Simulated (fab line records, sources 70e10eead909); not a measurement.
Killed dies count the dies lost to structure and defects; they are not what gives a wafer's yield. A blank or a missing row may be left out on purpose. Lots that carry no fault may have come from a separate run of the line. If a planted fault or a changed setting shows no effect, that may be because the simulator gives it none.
fab line records | flow nand-harc | part 1 of 2: steps 1 to 25 of 38
[record] lots = 5 | wafers = 15 | last-day = 30
route steps=1302 shown A_CHANNEL_HOLE_D1@488 A_CHANNEL_FILL_D1@490 A_DECK1_JOINT@518
lots that met no fault: from a run of the same line without faults
start-h: the number of hours between the record's first day and the start of the first shown wafer of the lot | wait-h: hours from the lot's prior step to this one | " identical to the entry in the row above | L1.1+2: several wafers, shown together as one row | - either no value or no given start | * or withheld: withheld | < > ~ a bound
route shown NAME@n: NAME is a module with steps in the file, n the number in the route of the first one | usual: mean and standard deviation over wafers with no fault | same: alike in all rows | chamber/n: place in a boat | sites: per-site readings | _std_site: standard deviation of those values | _edge_site: mean of outer sites minus mean of inner sites | radius-mm: how far each site lies from the wafer's centre | mask NAME#n: copy n | behind: the last tool/chamber to shape the wafer | hold: cause of the lot's hold/its duration in hours/its outcome | device: the transistor (n, p or np) that didn't switch | end of line: at the end of the route, the tests of the same wafers | for a step that has no rows: nothing shown but its recipe | killed: dies lost to structure and defects at the first sort, not the wafer's yield | map: a wafer's dies, marking killed ones x, the rest . and places with no die _
set.NAME: the run value of the setting; set.NAME@STEP: its run value at that earlier step | model.NAME: the simulator's own value behind a step, which no gauge read
lots at some steps of the route; a table a step, a row a wafer
services: when a tool's chamber went out of use (start-h, in hours from the record's first day, below 0 if earlier), for how many hours, and the reason
[[steps]]
[step NHARC_A_CHANNEL_HOLE_D1_XSEM_31]
[recipe] landing-energy-ev = 35000
[usual] bot-cd-nm = 74.2/1.3 | bow-nm = 8.64/0.26 | tilt-deg = 0.06/0.044
lot.wafer | tool    | chamber | start-h | wait-h | bot-cd-nm | bow-nm | tilt-deg
L074.1    | xsem-01 | 0       | 181.51  | 0.1    | 73.2      | 8.82   | 0.07
L074.2    | "       | 0       | "       | "      | 73.3      | 8.86   | 0.07
L074.3    | "       | 0       | "       | "      | 72.0      | 8.84   | 0.07
L075.2    | xsem-02 | 0       | 198.22  | 0.1    | 73.8      | 8.01   | 0.03
L075.3    | "       | 0       | "       | "      | 76.4      | 8.03   | 0.03
L075.4    | "       | 0       | "       | "      | 76.2      | 8.11   | 0.03
L084.1    | xsem-02 | 0       | 291.64  | 0.1    | 73.7      | 8.83   | 0.10
L084.3    | "       | 0       | "       | "      | 75.4      | 8.79   | 0.10
L084.4    | "       | 0       | "       | "      | 74.5      | 8.84   | 0.10
L086.1    | xsem-01 | 0       | 310.64  | 0.1    | 75.0      | 8.72   | 0.05
L086.3    | "       | 0       | "       | "      | 75.3      | 8.81   | 0.04
L086.4    | "       | 0       | "       | "      | 75.2      | 8.72   | 0.04
L091.2    | xsem-02 | 0       | 353.81  | 0.1    | 73.4      | 9.16   | 0.07
L091.4    | "       | 0       | "       | "      | 71.8      | 9.17   | 0.07
L091.6    | "       | 0       | "       | "      | 73.1      | 9.19   | 0.07
[step NHARC_A_CHANNEL_HOLE_D1_INSPECT_40]
[usual] raw-defect-count = 71/25
lot.wafer | tool              | chamber | start-h | wait-h | raw-defect-count
L074.1    | defect-inspect-02 | -       | 181.61  | -      | 105
L074.2    | "                 | -       | "       | "      | 107
L074.3    | "                 | -       | "       | "      | 99
L075.2    | defect-inspect-01 | -       | 198.32  | -      | 38
L075.3    | "                 | -       | "       | "      | 35
L075.4    | "                 | -       | "       | "      | 36
L084.1    | defect-inspect-02 | -       | 291.73  | -      | 56
L084.3    | "                 | -       | "       | "      | 33
L084.4    | "                 | -       | "       | "      | 67
L086.1    | defect-inspect-01 | -       | 310.74  | -      | 52
L086.3    | "                 | -       | "       | "      | 57
L086.4    | "                 | -       | "       | "      | 56
L091.2    | defect-inspect-02 | -       | 353.90  | -      | 58
L091.4    | "                 | -       | "       | "      | 55
L091.6    | "                 | -       | "       | "      | 53
[step NHARC_A_CHANNEL_FILL_D1_PRECLEAN_00]
[recipe] time-s = * | temp-c = 50 | bath-age-min = 0 | chemistry = SC1
[usual] temp-c = 50.00/0.12
lot.wafer | tool         | chamber | start-h | wait-h | temp-c
L074.2    | wet-bench-01 | 2       | 181.66  | 0.0    | 50.04
L074.1    | "            | 3       | "       | "      | 50.12
L074.3    | "            | 7       | "       | "      | 49.88
L075.3    | wet-bench-03 | 2       | 198.37  | 0.0    | 49.89
L075.4    | "            | 4       | "       | "      | 50.07
L075.2    | "            | 5       | "       | "      | 50.06
L084.4    | wet-bench-03 | 4       | 291.79  | 0.1    | 49.95
L084.1    | "            | 6       | "       | "      | 50.02
L084.3    | "            | 7       | "       | "      | 50.01
L086.4    | wet-bench-09 | 1       | 310.79  | 0.0    | 49.98
L086.3    | "            | 2       | "       | "      | 50.08
L086.1    | "            | 6       | "       | "      | 49.98
L091.2    | wet-bench-01 | 5       | 353.95  | 0.0    | 50.11
L091.6    | "            | 6       | "       | "      | 50.10
L091.4    | "            | 1       | "       | "      | 50.20
[step NHARC_A_CHANNEL_FILL_D1_SRD_01]
lot.wafer  | tool         | chamber | start-h | wait-h
L074.2+1+3 | wet-bench-01 | 2,3,7   | -       | -
L075.3+4+2 | wet-bench-03 | 2,4,5   | -       | -
L084.4+1+3 | wet-bench-03 | 4,6,7   | -       | -
L086.4+3+1 | wet-bench-09 | 1,2,6   | -       | -
L091.2+6+4 | wet-bench-01 | 5,6,1   | -       | -
[step NHARC_A_CHANNEL_FILL_D1_ALD_02]
[recipe] target-thk-a = 60 | pulse-time-s = 10 | ald-cycles = 60 | temp-c = 300 | material = SiO2
[usual] heater-power-w = 487/78 | precursor-pulse-height-rel = 0.999/0.02
lot.wafer | tool      | chamber | start-h | wait-h | heater-power-w | precursor-pulse-height-rel | since-wet-clean-h
L074.3    | ald-hk-02 | 1       | 183.70  | -      | 403            | 0.997                      | 4
L074.1    | "         | 3       | "       | "      | 429            | 0.994                      | 4
L074.2    | "         | 0       | "       | "      | 394            | 0.988                      | 4
L075.2    | ald-hk-03 | 3       | 198.59  | -      | 492            | 1.006                      | 152
L075.3    | "         | 0       | "       | "      | 508            | 0.994                      | 152
L075.4    | "         | 1       | "       | "      | 389            | 0.976                      | 152
L084.4    | ald-hk-04 | 1       | 291.93  | -      | 449            | 1.018                      | 20
L084.3    | "         | 3       | "       | "      | 443            | 0.994                      | 21
L084.1    | "         | 0       | "       | "      | 497            | 0.968                      | 21
L086.1    | ald-hk-02 | 1       | 310.93  | -      | 392            | 0.998                      | 131
L086.4    | "         | 3       | "       | "      | 437            | 1.006                      | 131
L086.3    | "         | 0       | "       | "      | 393            | 1.006                      | 131
L091.4    | ald-hk-03 | 2       | 354.16  | -      | 682            | 1.012                      | 130
L091.2    | "         | 3       | "       | "      | 510            | 1.035                      | 130
L091.6    | "         | 1       | "       | "      | 406            | 0.984                      | -
[step NHARC_A_CHANNEL_FILL_D1_ALD_03]
[recipe] target-thk-a = 60 | pulse-time-s = 60 | ald-cycles = 58 | temp-c = 630 | pressure-torr = 2 | material = SiNx
[usual] precursor-pulse-height-rel = 0.999/0.021
lot.wafer | tool             | chamber | start-h | wait-h | precursor-pulse-height-rel
L074.1    | ald-sin-batch-01 | 0       | -       | -      | 0.987
L074.2    | "                | 0       | "       | "      | 0.964
L074.3    | "                | 0       | "       | "      | 1.026
L075.2    | ald-sin-batch-03 | 0       | -       | -      | 1.046
L075.3    | "                | 0       | "       | "      | 1.026
L075.4    | "                | 0       | "       | "      | 1.030
L084.1    | ald-sin-batch-02 | 0       | -       | -      | 0.990
L084.3    | "                | 0       | "       | "      | 1.000
L084.4    | "                | 0       | "       | "      | 0.984
L086.1    | ald-sin-batch-01 | 0       | -       | -      | 1.031
L086.3    | "                | 0       | "       | "      | 0.993
L086.4    | "                | 0       | "       | "      | 0.965
L091.2    | ald-sin-batch-01 | 0       | -       | -      | 0.982
L091.4    | "                | 0       | "       | "      | 1.019
L091.6    | "                | 0       | "       | "      | 1.003
[step NHARC_A_CHANNEL_FILL_D1_ALD_14]
[recipe] target-thk-a = 25 | pulse-time-s = 10 | ald-cycles = 25 | temp-c = 300 | material = SiO2
[usual] heater-power-w = 470/62 | precursor-pulse-height-rel = 1.001/0.021
lot.wafer | tool      | chamber | start-h | wait-h | heater-power-w | precursor-pulse-height-rel | since-wet-clean-h
L074.2    | ald-hk-02 | 0       | 190.71  | 0.0    | 395            | 0.975                      | 11
L074.3    | "         | 1       | "       | "      | 398            | 1.010                      | 11
L074.1    | "         | 3       | "       | "      | 427            | 0.977                      | 11
L075.2    | ald-hk-04 | 0       | 205.58  | 0.0    | 485            | 1.018                      | 115
L075.3    | "         | 1       | "       | "      | 450            | 1.032                      | 115
L075.4    | "         | 3       | "       | "      | 462            | 0.982                      | 115
L084.3    | ald-hk-02 | 3       | 299.03  | 0.1    | 437            | 1.015                      | 119
L084.1    | "         | 0       | "       | "      | 392            | 1.000                      | 119
L084.4    | "         | 2       | "       | "      | 553            | 1.031                      | 119
L086.1    | ald-hk-02 | 1       | 317.97  | 0.1    | 404            | 0.998                      | 138
L086.3    | "         | 2       | "       | "      | 575            | 1.030                      | 138
L086.4    | "         | 3       | "       | "      | 419            | 1.015                      | 138
L091.4    | ald-hk-02 | 1       | 361.12  | 0.1    | 426            | 0.998                      | 3
L091.2    | "         | 2       | "       | "      | 556            | 0.997                      | 3
L091.6    | "         | 1       | "       | "      | 433            | 0.983                      | -
[step NHARC_A_CHANNEL_FILL_D1_ALD_15]
[recipe] target-thk-a = 20 | pulse-time-s = 60 | ald-cycles = 19 | temp-c = 630 | pressure-torr = 2 | material = SiNx
[usual] precursor-pulse-height-rel = 0.998/0.02
lot.wafer | tool             | chamber | start-h | wait-h | precursor-pulse-height-rel
L074.1    | ald-sin-batch-01 | 0       | -       | -      | 1.016
L074.2    | "                | 0       | "       | "      | 0.992
L074.3    | "                | 0       | "       | "      | 1.002
L075.2    | ald-sin-batch-02 | 0       | -       | -      | 0.964
L075.3    | "                | 0       | "       | "      | 0.986
L075.4    | "                | 0       | "       | "      | 0.986
L084.1    | ald-sin-batch-01 | 0       | -       | -      | 1.018
L084.3    | "                | 0       | "       | "      | 1.005
L084.4    | "                | 0       | "       | "      | 0.996
L086.1    | ald-sin-batch-02 | 0       | -       | -      | 1.038
L086.3    | "                | 0       | "       | "      | 0.978
L086.4    | "                | 0       | "       | "      | 0.984
L091.2    | ald-sin-batch-01 | 0       | -       | -      | 1.015
L091.4    | "                | 0       | "       | "      | 0.996
L091.6    | "                | 0       | "       | "      | 0.993
[step NHARC_A_CHANNEL_FILL_D1_ALD_16]
[recipe] target-thk-a = 15 | pulse-time-s = 10 | ald-cycles = 15 | temp-c = 300 | material = SiO2
[usual] heater-power-w = 473/69 | precursor-pulse-height-rel = 0.999/0.018
lot.wafer | tool      | chamber | start-h | wait-h | heater-power-w | precursor-pulse-height-rel | since-wet-clean-h
L074.2    | ald-hk-02 | 1       | 195.87  | 0.0    | 395            | 0.997                      | 16
L074.3    | "         | 2       | "       | "      | 569            | 1.008                      | 16
L074.1    | "         | 0       | "       | "      | 396            | 0.986                      | 16
L075.2    | ald-hk-04 | 3       | 212.93  | 2.2    | 459            | 1.005                      | 122
L075.3    | "         | 0       | "       | "      | 503            | 1.010                      | 122
L075.4    | "         | 2       | "       | "      | 495            | 0.992                      | 122
L084.4    | ald-hk-03 | 0       | 304.24  | 0.0    | 499            | 1.007                      | 80
L084.1    | "         | 2       | "       | "      | 657            | 0.997                      | 80
L084.3    | "         | 3       | "       | "      | 503            | 1.018                      | 80
L086.3    | ald-hk-04 | 1       | 323.19  | 0.1    | 460            | 0.971                      | 52
L086.4    | "         | 2       | "       | "      | 480            | 0.997                      | 52
L086.1    | "         | 3       | "       | "      | 434            | 1.012                      | 52
L091.4    | ald-hk-04 | 2       | 366.24  | 0.0    | 471            | 0.959                      | 95
L091.2    | "         | 1       | "       | "      | 471            | 0.995                      | 95
L091.6    | "         | 2       | "       | "      | 476            | 1.010                      | -
[step NHARC_A_CHANNEL_FILL_D1_ANNEAL_17]
[recipe] temp-c = 850 | time-s = 1800
lot.wafer  | tool       | chamber | start-h | wait-h
L074.1+2+3 | furnace-02 | 0       | 200.14  | 4.1
L075.2+3+4 | furnace-02 | 0       | 216.32  | -
L084.1+3+4 | furnace-05 | 0       | 310.07  | -
L086.1+3+4 | furnace-05 | 0       | 330.39  | -
L091.2+4+6 | furnace-05 | 0       | 369.49  | -
[step NHARC_A_CHANNEL_FILL_D1_CVD_18]
[recipe] target-thk-a = 30 | temp-c = 550 | material = poly-Si
lot.wafer  | tool          | chamber | start-h | wait-h
L074.1+2+3 | lpcvd-poly-01 | 0       | 206.52  | -
L075.2+3+4 | lpcvd-poly-01 | 0       | 222.62  | -
L084.1+3+4 | lpcvd-poly-01 | 0       | 316.43  | -
L086.1+3+4 | lpcvd-poly-03 | 0       | 336.80  | -
L091.2+4+6 | lpcvd-poly-01 | 0       | 376.59  | -
[step NHARC_A_CHANNEL_FILL_D1_ETCHBACK_19]
[recipe] target-depth-a = 50 | time-s = 1.7 | hbr-flow-sccm = 150 | cl2-flow-sccm = 50 | rf-w = 400 | icp-w = 400 | bias-w = 100 | chemistry = HBr/Cl2
[usual] drypump-motor-current-A = 5.8/0.57 | he-backside-leak-sccm = 2.67/0.27 | oes-product-au = 0.998/0.012 | throttle-valve-pct = 26.406/0.009
lot.wafer | tool      | chamber | start-h | wait-h | drypump-motor-current-A | he-backside-leak-sccm | oes-product-au | rf-hours-counter-h | throttle-valve-pct
L074.3    | rie-si-05 | 2       | 208.61  | 0.4    | 6.5                     | 3.25                  | 0.988          | 0.46               | 26.421
L074.1    | "         | 3       | "       | "      | 5.1                     | 2.36                  | 1.001          | 0.40               | 26.403
L074.2    | "         | 0       | "       | "      | 5.0                     | 2.45                  | 0.990          | 0.40               | 26.412
L075.3    | rie-si-05 | 3       | 224.69  | 0.4    | 5.1                     | 2.31                  | 0.997          | 0.46               | 26.412
L075.4    | "         | 0       | "       | "      | 4.9                     | 2.58                  | 0.989          | 0.48               | 26.413
L075.2    | "         | 2       | "       | "      | 6.5                     | 2.42                  | 0.979          | 0.53               | 26.407
L084.4    | rie-si-01 | 2       | 318.49  | 0.4    | 6.2                     | 3.16                  | 0.992          | 0.71               | 26.400
L084.3    | "         | 0       | "       | "      | 6.5                     | 2.75                  | 0.994          | 0.51               | 26.408
L084.1    | "         | 1       | "       | "      | 6.0                     | 2.62                  | 0.997          | 0.60               | 26.394
L086.4    | rie-si-06 | 0       | 338.84  | 0.4    | 5.6                     | 2.57                  | 1.016          | 0.59               | 26.414
L086.3    | "         | 1       | "       | "      | 6.2                     | 2.54                  | 0.978          | 0.48               | 26.402
L086.1    | "         | 3       | "       | "      | 5.6                     | 2.72                  | 1.016          | 0.63               | 26.408
L091.2    | rie-si-05 | 3       | 378.69  | 0.4    | 5.1                     | 2.38                  | 0.993          | 0.44               | 26.416
L091.4    | "         | 0       | "       | "      | 5.0                     | 2.50                  | 0.982          | 0.44               | 26.407
L091.6    | "         | 2       | "       | "      | 6.5                     | 2.88                  | 0.985          | -                  | 26.414
[step NHARC_A_CHANNEL_FILL_D1_ETCHBACK_20]
[recipe] target-depth-a = 270 | time-s = 13.5 | c4f8-flow-sccm = withheld | o2-flow-sccm = 8 | ar-flow-sccm = withheld | rf-w = 600 | bias-w = 1500 | chemistry = C4F8/O2/Ar
[usual] oes-product-au = 0.96/0.04 | rf-vpp-V = 976/6.8
lot.wafer | tool        | chamber | start-h | wait-h | oes-product-au | rf-hours-counter-h | rf-vpp-V
L074.1    | rie-diel-12 | 2       | 208.73  | -      | 0.93           | 5.5                | 983
L074.2    | "           | 3       | "       | "      | 0.92           | 4.8                | 972
L074.3    | "           | 0       | "       | "      | 0.93           | 4.0                | 968
L075.4    | rie-diel-12 | 1       | 224.81  | -      | 0.92           | 5.5                | 987
L075.3    | "           | 3       | "       | "      | 0.94           | 5.2                | 971
L075.2    | "           | 0       | "       | "      | 0.93           | 4.3                | 971
L084.4    | rie-diel-11 | 3       | 318.63  | -      | 0.99           | 3.2                | 972
L084.1    | "           | 0       | "       | "      | 0.99           | 3.3                | 971
L084.3    | "           | 1       | "       | "      | 0.99           | 1.4                | 977
L086.4    | rie-diel-09 | 2       | 338.98  | -      | 1.00           | 0.4                | 983
L086.1    | "           | 3       | "       | "      | 1.00           | 0.4                | 970
L086.3    | "           | 0       | "       | "      | 0.99           | 0.3                | 983
L091.2    | rie-diel-11 | 2       | 378.80  | -      | 0.93           | 6.8                | 974
L091.4    | "           | 3       | "       | "      | 0.92           | 6.3                | 971
L091.6    | "           | 2       | "       | "      | 0.93           | -                  | 974
[step NHARC_A_CHANNEL_FILL_D1_STRIP_28]
[recipe] time-s = 20 | o2-flow-sccm = 500 | ar-flow-sccm = 0 | bias-w = 0 | chemistry = O2
[usual] drypump-motor-current-A = 5.6/0.56 | oes-product-au = 0.998/0.0094 | rf-vpp-V = 57.6/0.98 | showerhead-plenum-p-Torr = 3.48/0.17 | throttle-valve-pct = 17.038/0.009
lot.wafer | tool        | chamber | start-h | wait-h | drypump-motor-current-A | oes-product-au | rf-hours-counter-h | rf-vpp-V | showerhead-plenum-p-Torr | throttle-valve-pct
L074.1    | rie-diel-12 | 2       | 208.82  | 0.1    | 6.0                     | 1.002          | 5.5                | 58.6     | 3.63                     | 17.014
L074.3    | "           | 0       | "       | "      | 5.7                     | 1.013          | 4.0                | 57.5     | 3.32                     | 17.027
L074.2    | "           | 1       | "       | "      | 5.2                     | 0.989          | 5.2                | 58.0     | 3.76                     | 17.062
L075.2    | rie-diel-12 | 0       | 224.91  | 0.1    | 5.6                     | 1.004          | 4.3                | 57.1     | 3.32                     | 17.062
L075.3    | "           | 1       | "       | "      | 5.2                     | 0.990          | 5.5                | 57.9     | 3.76                     | 17.030
L075.4    | "           | 2       | "       | "      | 6.0                     | 1.000          | 5.8                | 58.7     | 3.63                     | 17.037
L084.1    | rie-diel-11 | 2       | 318.72  | 0.1    | 6.3                     | 1.001          | 3.1                | 57.4     | 3.41                     | 17.035
L084.3    | "           | 0       | "       | "      | 5.9                     | 0.991          | 3.3                | 58.1     | 3.35                     | 17.044
L084.4    | "           | 1       | "       | "      | 5.6                     | 0.993          | 1.4                | 57.0     | 3.53                     | 17.027
L086.1    | rie-diel-09 | 1       | 339.06  | 0.1    | 4.7                     | 1.024          | 0.3                | 57.8     | 3.30                     | 17.036
L086.4    | "           | 2       | "       | "      | 6.3                     | 1.000          | 0.4                | 58.0     | 3.69                     | 17.036
L086.3    | "           | 0       | "       | "      | 5.7                     | 0.996          | 0.3                | 57.4     | 3.69                     | 17.038
L091.4    | rie-diel-11 | 0       | 378.90  | 0.1    | 5.9                     | 0.984          | 5.9                | 55.7     | 3.35                     | 17.035
L091.2    | "           | 1       | "       | "      | 5.6                     | 1.001          | 4.6                | 56.7     | 3.53                     | 17.026
L091.6    | "           | 3       | "       | "      | 4.9                     | 1.013          | -                  | 57.1     | 3.36                     | 17.027
[step NHARC_A_CHANNEL_FILL_D1_PRECLEAN_21]
[recipe] time-s = 30 | chemistry = dHF
lot.wafer  | tool         | chamber | start-h | wait-h
L074.2+3+1 | wet-bench-09 | 6,7,0   | 208.92  | -
L075.4+3+2 | wet-bench-03 | 1,3,4   | 225.01  | -
L084.1+3+4 | wet-bench-03 | 5,7,0   | 318.81  | -
L086.4+1+3 | wet-bench-09 | 3,5,6   | 339.16  | -
L091.4+6+2 | wet-bench-01 | 0,2,3   | 379.00  | -
[step NHARC_A_CHANNEL_FILL_D1_SRD_23]
lot.wafer  | tool         | chamber | start-h | wait-h
L074.2+3+1 | wet-bench-09 | 6,7,0   | 208.94  | 0.0
L075.4+3+2 | wet-bench-03 | 1,3,4   | 225.03  | 0.0
L084.1+3+4 | wet-bench-03 | 5,7,0   | 318.84  | 0.0
L086.4+1+3 | wet-bench-09 | 3,5,6   | 339.18  | 0.0
L091.4+6+2 | wet-bench-01 | 0,2,3   | 379.02  | 0.0
[step NHARC_A_CHANNEL_FILL_D1_CVD_05]
[recipe] target-thk-a = 50 | temp-c = 550 | material = poly-Si
lot.wafer  | tool          | chamber | start-h | wait-h
L074.1+2+3 | lpcvd-poly-04 | 0       | 211.39  | 2.4
L075.2+3+4 | lpcvd-poly-03 | 0       | 227.37  | 2.3
L084.1+3+4 | lpcvd-poly-01 | 0       | 321.11  | 2.3
L086.1+3+4 | lpcvd-poly-01 | 0       | 341.46  | 2.3
L091.2+4+6 | lpcvd-poly-04 | 0       | 381.47  | 2.4
[step NHARC_A_CHANNEL_FILL_D1_ANNEAL_22]
[recipe] temp-c = 620 | time-s = 7200
lot.wafer  | tool       | chamber | start-h | wait-h
L074.1+2+3 | furnace-05 | 0       | 218.44  | 5.2
L075.2+3+4 | furnace-05 | 0       | 232.57  | 3.3
L084.1+3+4 | furnace-02 | 0       | 327.70  | 4.7
L086.1+3+4 | furnace-05 | 0       | 346.63  | 3.3
L091.2+4+6 | furnace-01 | 0       | 387.73  | 4.4
[step NHARC_A_CHANNEL_FILL_D1_ALD_25]
[recipe] target-thk-a = 600 | pulse-time-s = 10 | ald-cycles = 600 | temp-c = 300 | material = SiOx
[usual] heater-power-w = 489/74 | precursor-pulse-height-rel = 1.000/0.018
lot.wafer | tool      | chamber | start-h | wait-h | heater-power-w | precursor-pulse-height-rel | since-wet-clean-h
L074.1    | ald-hk-04 | 3       | 223.11  | 0.7    | 458            | 1.011                      | 134
L074.3    | "         | 0       | "       | "      | 505            | 1.013                      | 134
L074.2    | "         | 1       | "       | "      | 466            | 1.015                      | 135
L075.4    | ald-hk-03 | 2       | 236.60  | 0.0    | 653            | 0.978                      | 13
L075.2    | "         | 0       | 237.81  | 1.3    | 501            | 1.006                      | 14
L075.3    | "         | 1       | "       | "      | 390            | 0.995                      | 15
L084.3    | ald-hk-02 | 0       | 331.82  | 0.0    | 395            | 1.029                      | 153
L084.4    | "         | 1       | "       | "      | 402            | 0.985                      | 154
L084.1    | "         | 3       | 333.66  | 1.9    | 426            | 1.007                      | 155
L086.1    | ald-hk-04 | 2       | 350.76  | 0.1    | 468            | 0.985                      | 80
L086.3    | "         | 0       | 352.00  | 1.3    | 504            | 0.991                      | 82
L086.4    | "         | 1       | "       | "      | 463            | 1.006                      | 82
L091.2    | ald-hk-03 | 3       | 391.79  | 0.1    | 491            | 0.988                      | 168
L091.4    | "         | 2       | 393.66  | 1.9    | 676            | 1.031                      | 170
L091.6    | "         | 0       | 394.91  | 3.2    | 504            | 0.979                      | -
[step NHARC_A_CHANNEL_FILL_D1_ETCHBACK_08]
[recipe] target-depth-a = 2200 | time-s = 110 | c4f8-flow-sccm = 20 | ar-flow-sccm = withheld | rf-w = 600 | bias-w = 300 | chemistry = C4F8
[usual] oes-product-au = 0.96/0.037 | rf-vpp-V = 440/3.1
lot.wafer | tool        | chamber | start-h | wait-h | oes-product-au | rf-hours-counter-h | rf-vpp-V
L074.3    | rie-diel-09 | 3       | -       | -      | 0.93           | 4.3                | 438
L074.2    | "           | 0       | "       | "      | 0.94           | 5.0                | 443
L074.1    | "           | 2       | "       | "      | 0.93           | 3.8                | 444
L075.2    | rie-diel-09 | 0       | -       | -      | 0.98           | 5.6                | 444
L075.3    | "           | 1       | "       | "      | 1.00           | 5.7                | 437
L075.4    | "           | 2       | "       | "      | 0.99           | 4.6                | 442
L084.4    | rie-diel-09 | 1       | -       | -      | 1.01           | 0.2                | 437
L084.3    | "           | 2       | "       | "      | 0.99           | 0.4                | 445
L084.1    | "           | 3       | "       | "      | 1.00           | 0.4                | 436
L086.3    | rie-diel-12 | 3       | -       | -      | 0.96           | 4.4                | 438
L086.1    | "           | 0       | "       | "      | 0.96           | 4.2                | 437
L086.4    | "           | 2       | "       | "      | 0.91           | 4.2                | 441
L091.2    | rie-diel-09 | 1       | -       | -      | 1.01           | 4.3                | 437
L091.4    | "           | 3       | "       | "      | 0.98           | 4.3                | 437
L091.6    | "           | 1       | "       | "      | 1.02           | -                  | 438
[step NHARC_A_CHANNEL_FILL_D1_STRIP_29]
[recipe] time-s = 20 | o2-flow-sccm = 500 | ar-flow-sccm = 0 | bias-w = 0 | chemistry = O2
[usual] drypump-motor-current-A = 5.6/0.53 | oes-product-au = 0.996/0.0084 | rf-vpp-V = 57.7/0.99 | showerhead-plenum-p-Torr = 3.48/0.17 | throttle-valve-pct = 17.037/0.009
lot.wafer | tool        | chamber | start-h | wait-h | drypump-motor-current-A | oes-product-au | rf-hours-counter-h | rf-vpp-V | showerhead-plenum-p-Torr | throttle-valve-pct
L074.1    | rie-diel-09 | 2       | -       | -      | 6.3                     | 1.003          | 3.9                | 57.4     | 3.69                     | 17.045
L074.3    | "           | 3       | "       | "      | 5.0                     | 0.995          | 4.4                | 57.7     | 3.32                     | 17.046
L074.2    | "           | 0       | "       | "      | 5.7                     | 0.984          | 5.0                | 58.4     | 3.70                     | 17.027
L075.2    | rie-diel-09 | 1       | -       | -      | 4.7                     | 1.003          | 5.7                | 58.0     | 3.30                     | 17.033
L075.3    | "           | 2       | "       | "      | 6.4                     | 0.989          | 4.6                | 57.4     | 3.69                     | 17.042
L075.4    | "           | 3       | "       | "      | 5.1                     | 0.998          | 4.9                | 55.8     | 3.31                     | 17.035
L084.4    | rie-diel-09 | 1       | -       | -      | 4.7                     | 1.013          | 0.3                | 56.3     | 3.30                     | 17.037
L084.1    | "           | 3       | "       | "      | 5.0                     | 0.991          | 0.4                | 56.5     | 3.31                     | 17.034
L084.3    | "           | 0       | "       | "      | 5.7                     | 0.992          | 0.3                | 57.6     | 3.69                     | 17.047
L086.1    | rie-diel-12 | 0       | -       | -      | 5.7                     | 0.992          | 4.3                | 55.6     | 3.32                     | 17.029
L086.3    | "           | 2       | "       | "      | 6.0                     | 0.987          | 4.3                | 57.9     | 3.63                     | 17.041
L086.4    | "           | 3       | "       | "      | 6.1                     | 0.996          | 4.4                | 57.4     | 3.35                     | 17.034
L091.2    | rie-diel-09 | 2       | -       | -      | 6.3                     | 1.011          | 4.8                | 57.9     | 3.69                     | 17.043
L091.4    | "           | 1       | "       | "      | 4.7                     | 1.007          | 4.3                | 55.4     | 3.30                     | 17.043
L091.6    | "           | 3       | "       | "      | 5.0                     | 1.000          | -                  | 55.7     | 3.31                     | 17.038
[step NHARC_A_CHANNEL_FILL_D1_PRECLEAN_30]
[recipe] time-s = 30 | chemistry = dHF
lot.wafer  | tool         | chamber | start-h | wait-h
L074.1+2+3 | wet-bench-03 | 7,0,2   | 228.32  | -
L075.3+4+2 | wet-bench-01 | 5,1,2   | 242.32  | -
L084.3+4+1 | wet-bench-03 | 2,4,7   | 337.61  | -
L086.4+1+3 | wet-bench-01 | 1,3,4   | 356.57  | -
L091.6+4+2 | wet-bench-01 | 6,7,1   | 397.64  | -
[step NHARC_A_CHANNEL_FILL_D1_SRD_31]
lot.wafer  | tool         | chamber | start-h | wait-h
L074.1+2+3 | wet-bench-03 | 7,0,2   | 228.34  | 0.0
L075.3+4+2 | wet-bench-01 | 5,1,2   | 242.35  | 0.0
L084.3+4+1 | wet-bench-03 | 2,4,7   | 337.64  | 0.0
L086.4+1+3 | wet-bench-01 | 1,3,4   | 356.59  | 0.0
L091.6+4+2 | wet-bench-01 | 6,7,1   | 397.67  | 0.0
[step NHARC_A_CHANNEL_FILL_D1_CVD_09]
[recipe] target-thk-a = 1500 | temp-c = 620 | pressure-mtorr = 200 | time-s = 3000 | material = poly-Si
lot.wafer  | tool          | chamber | start-h | wait-h
L074.1+2+3 | lpcvd-poly-01 | 0       | 231.65  | 3.3
L075.2+3+4 | lpcvd-poly-04 | 0       | 244.80  | 2.4
L084.1+3+4 | lpcvd-poly-04 | 0       | 340.09  | 2.4
L086.1+3+4 | lpcvd-poly-04 | 0       | 359.04  | 2.4
L091.2+4+6 | lpcvd-poly-04 | 0       | 400.11  | 2.4
[step NHARC_A_CHANNEL_FILL_D1_CMP_10]
[recipe] target-thk-nm = 150
[usual] motor-current-A = 12.1/0.89 | time-to-endpoint-s = 15.0/2
lot.wafer | tool   | chamber | start-h | wait-h | motor-current-A | time-to-endpoint-s
L074.3    | cmp-04 | 0       | 235.03  | 0.5    | 10.1            | 16.0
L074.1    | "      | 1       | "       | "      | 11.4            | 16.6
L074.2    | "      | 2       | "       | "      | 13.0            | 14.9
L075.4    | cmp-04 | 3       | 248.03  | 0.4    | 11.0            | 11.3
L075.3    | "      | 0       | "       | "      | 11.1            | 15.4
L075.2    | "      | 1       | "       | "      | 12.3            | 17.0
L084.1    | cmp-04 | 1       | 343.29  | 0.4    | 10.7            | 17.6
L084.4    | "      | 2       | "       | "      | 13.0            | 15.6
L084.3    | "      | 0       | "       | "      | 10.9            | 16.8
L086.4    | cmp-02 | 1       | 362.20  | 0.4    | 12.5            | 13.3
L086.3    | "      | 2       | "       | "      | 11.9            | 16.4
L086.1    | "      | 0       | "       | "      | 13.1            | 12.3
L091.2    | cmp-03 | 0       | 403.28  | 0.4    | 13.0            | 15.1
L091.4    | "      | 2       | "       | "      | 12.4            | 13.2
L091.6    | "      | 0       | "       | "      | 12.4            | 16.4
